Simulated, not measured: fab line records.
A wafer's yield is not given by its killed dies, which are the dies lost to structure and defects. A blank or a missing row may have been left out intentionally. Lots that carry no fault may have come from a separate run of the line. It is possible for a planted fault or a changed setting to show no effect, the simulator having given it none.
Comparing a struck lot with a sound one ; flow n5Finfet ; 16 out of 1938 route steps
Sound: these wafers, L618.1, L618.2, L618.5. Wafers L634.1, L634.2, L634.3 were the ones struck. The cause is given at the end.
Per side, at each step with rows, come the tool, then ch with its chambers, and then its first start. Under that, the readings that differ: sound wafers ; struck wafers ; difference of the means ; sigmas: that difference in standard deviations of wafers without a fault.
alike: same words and numbers on both sides, and readings whose means sit less than 2 such deviations apart. not compared: any withheld reading, any reading some wafer has no value for, any bound like >300 that may hide the same value, and any number with overlapping values for which the record gives no deviation.
The two part at a step that has a row with sigmas, a row that says differs or no value, or rows on one side only. Numbers that have no deviation but don't overlap get no sigmas and don't part them. A reading missing from all wafers of one side parts the sides only when that side holds two or more wafers.

first, 3 steps without rows for these wafers: N5_BEOL_M0_SAQP_STRIP_80 (strips in N2/H2); N5_BEOL_M0_SAQP_HM_OPEN_112 (chemistry CHF3/O2, target SiO2, stops on a-Si, target depth 12 nm, time 13.5 s); N5_BEOL_M0_SAQP_STRIP_113 (strips in CHF3/O2).
N5_BEOL_M0_SAQP_MANDREL_ETCH_20: etches a-Si in HBr/Cl2, stops on SiNx, target depth 60 nm, bt time 10 s, time 30 s.
  sound on rieSi-02 ch 0,1,3, day 6 01:47; struck on rieSi-06 ch 0,1,3, day 9 22:44
  alike: drypumpMotorCurrentA, heBacksideLeakSccm, mfcCl2Sccm, oesProductAu, throttleValvePct
  not compared: rfHoursCounterH
N5_BEOL_M0_SAQP_STRIP_86: strips in N2/H2.
  sound on rieDiel-02 ch 0,3, day 6 01:53; struck on rieDiel-06 ch 1,2,3, day 9 22:50
  alike: drypumpMotorCurrentA, n2FlowSccm, oesProductAu, rfVppV, showerheadPlenumPTorr, throttleValvePct
  not compared: rfHoursCounterH
then, 3 steps without rows for these wafers: N5_BEOL_M0_SAQP_STRIP_115 (strips in post etch residue remover, time 60 s); N5_BEOL_M0_SAQP_SRD_93 (time 30 s); N5_BEOL_M0_SAQP_RECESS_114 (chemistry HF/NH3, target SiO2, target depth 14.4 nm, afs cycles 3, sublimation time 60 s).
N5_BEOL_M0_SAQP_SPACER1_ALD_98: deposits SiO2, target thk 12.8 nm, pulse time 1 s, purge time 2 s.
  sound on aldSin-01 ch 0,2, day 6 02:25; struck on aldSin-01 ch 1,2,3, day 9 23:28
  alike: heaterPowerW, precursorPulseHeightRel
then, 1 step without rows for these wafers: N5_BEOL_M0_SAQP_SPACER1_ETCHBACK_99 (etches SiO2 in CHF3/O2, target depth 15.4 nm, time 7.7 s).
N5_BEOL_M0_SAQP_MANDREL1_REMOVE_100: chemistry HBr/Cl2/O2, target a-Si, stops on SiNx, bt time 10 s.
  sound on rieSi-01 ch 1,3, day 6 02:58; struck on rieSi-02 ch 0,1,3, day 10 00:02
  alike: drypumpMotorCurrentA, heBacksideLeakSccm, mfcCl2Sccm, oesProductAu, throttleValvePct
  not compared: rfHoursCounterH
N5_BEOL_M0_SAQP_CD_MEAS_25 targets a cd of 13.1 nm.
  sound on cdSem-02 ch 0, day 6 03:05; struck on cdSem-02 ch 0, day 10 00:09
  alike: cdNm
N5_BEOL_M0_SAQP_ETCH_101: etches SiNx in CH3F/O2, target depth 29.9 nm, time 42.7 s.
  sound on rieDiel-06 ch 0,1,2, day 6 03:20; struck on rieDiel-06 ch 0,1,2, day 10 00:22
reading;sound;struck;difference;sigmas
model.etch.depthNm (nm);30.3 29.74 29.83;21.6 21.33 21.34;-8.5;
  alike: drypumpMotorCurrentA, oesProductAu, rfVppV, showerheadPlenumPTorr, throttleValvePct
  not compared: rfHoursCounterH
N5_BEOL_M0_SAQP_ETCH_102: etches SiO2 in CF4, target depth 4 nm, time 4.4 s.
  sound on rieSi-02 ch 0,2, day 6 03:27; struck on rieSi-06 ch 0,1,2, day 10 00:28
reading;sound;struck;difference;sigmas
oesProductAu (a.u.);1.004 0.973 1.008;0.388 0.388 0.383;-0.609;-32
  alike: drypumpMotorCurrentA, heBacksideLeakSccm, throttleValvePct
  not compared: rfHoursCounterH
N5_BEOL_M0_SAQP_MANDREL_ETCH_103: etches a-Si in HBr/Cl2, stops on SiCN, target depth 45 nm, bt time 10 s, time 27 s.
  sound on rieSi-02 ch 0,2, day 6 03:29; struck on rieSi-06 ch 0,1,2, day 10 00:31
  alike: drypumpMotorCurrentA, heBacksideLeakSccm, mfcCl2Sccm, oesProductAu, throttleValvePct
  not compared: rfHoursCounterH
-- record jumps: 4 days separate the struck wafers' starts on either side; left off in module BEOL_M0_SAQP, taken up again in module BEOL_M4, whose first shown step is the route's number 1111 --
N5_BEOL_M4_RC_MEAS_101:
  sound on prober-02 ch 0, day 9 12:12; struck on prober-01 ch 0, day 13 19:06
reading;sound;struck;difference;sigmas
DIBL_N (mV/V);40.9 36.2 37.3;33.9 35.0 30.1;-5.1;-3
VT_N (mV);244 250 248;256 251 258;+8;+2
  alike: DIBL_P, IOFF_N, IOFF_P, ION_N, ION_P, SS_N, SS_P, VT_P

WHERE THEY PART
First at N5_BEOL_M0_SAQP_ETCH_102; last, within this record, at N5_BEOL_M4_RC_MEAS_101.

WHY: the cause the simulator had injected
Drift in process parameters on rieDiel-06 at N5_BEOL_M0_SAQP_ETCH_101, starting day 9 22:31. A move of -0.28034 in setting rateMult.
